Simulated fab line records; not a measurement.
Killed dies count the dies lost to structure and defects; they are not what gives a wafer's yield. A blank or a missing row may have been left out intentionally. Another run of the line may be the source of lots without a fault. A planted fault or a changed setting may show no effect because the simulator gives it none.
Matching of chambers :: flow n5Finfet :: cmp-04 running N5_GATE_CUT_CMP_43: 4 sister chambers
The step polishes SiO2. 4 wafers are shown with their chamber, then 12 later ones without.

EACH WAFER AND ITS CHAMBER
wafer: L088.4
chamber: 0
motorCurrentA (A): 12.7

wafer: L089.1
chamber: 1
motorCurrentA (A): 12.5

wafer: L089.4
chamber: 3
motorCurrentA (A): 12.7

wafer: L089.6
chamber: 2
motorCurrentA (A): 13.0

WAFERS MISSING THEIR CHAMBER
wafer: L091.1
motorCurrentA (A): 12.5

wafer: L091.2
motorCurrentA (A): 13.5

wafer: L091.3
motorCurrentA (A): 12.6

wafer: L094.2
motorCurrentA (A): 12.7

wafer: L094.5
motorCurrentA (A): 12.8

wafer: L094.6
motorCurrentA (A): 13.1

wafer: L096.1
motorCurrentA (A): 14.2

wafer: L096.2
motorCurrentA (A): 12.4

wafer: L096.3
motorCurrentA (A): 12.9

wafer: L097.1
motorCurrentA (A): 13.0

wafer: L097.2
motorCurrentA (A): 12.2

wafer: L097.5
motorCurrentA (A): 12.9

WHICH CHAMBER EACH ONE RAN IN
wafer: L091.1
from the rows above: can't be placed: 1 or 0 or 3 or 2
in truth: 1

wafer: L091.2
from the rows above: can't be placed: 2 or 0 or 3 or 1
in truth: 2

wafer: L091.3
from the rows above: can't be placed: 0 or 1 or 3 or 2
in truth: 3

wafer: L094.2
from the rows above: can't be placed: 0 or 3 or 1 or 2
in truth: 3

wafer: L094.5
from the rows above: can't be placed: 0 or 3 or 2 or 1
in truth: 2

wafer: L094.6
from the rows above: can't be placed: 2 or 0 or 3 or 1
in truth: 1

wafer: L096.1
from the rows above: can't be placed: 2 or 0 or 3 or 1
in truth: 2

wafer: L096.2
from the rows above: can't be placed: 1 or 0 or 3 or 2
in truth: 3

wafer: L096.3
from the rows above: can't be placed: 2 or 0 or 3 or 1
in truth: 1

wafer: L097.1
from the rows above: can't be placed: 2 or 0 or 3 or 1
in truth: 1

wafer: L097.2
from the rows above: can't be placed: 1 or 0 or 3 or 2
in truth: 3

wafer: L097.5
from the rows above: can't be placed: 2 or 0 or 3 or 1
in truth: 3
Placed correctly: 0 of 12. Cannot be placed on the basis of these rows: 12; the candidates contain the true chamber in 12. Number placed wrongly: 0.
How it was worked out, from the rows above alone: a wafer's distance from a chamber is the root of the sum, over the readings, of the square of ((its reading less the chamber's mean) divided by the reading's scatter). The wafer belongs to the nearest chamber; if the next one is less than 2 further off, it can't be placed. The mean given for a chamber averages the wafers shown for that chamber. The scatter: root of mean squared gap, hidden wafer to nearest shown wafer, with one shown wafer a chamber.
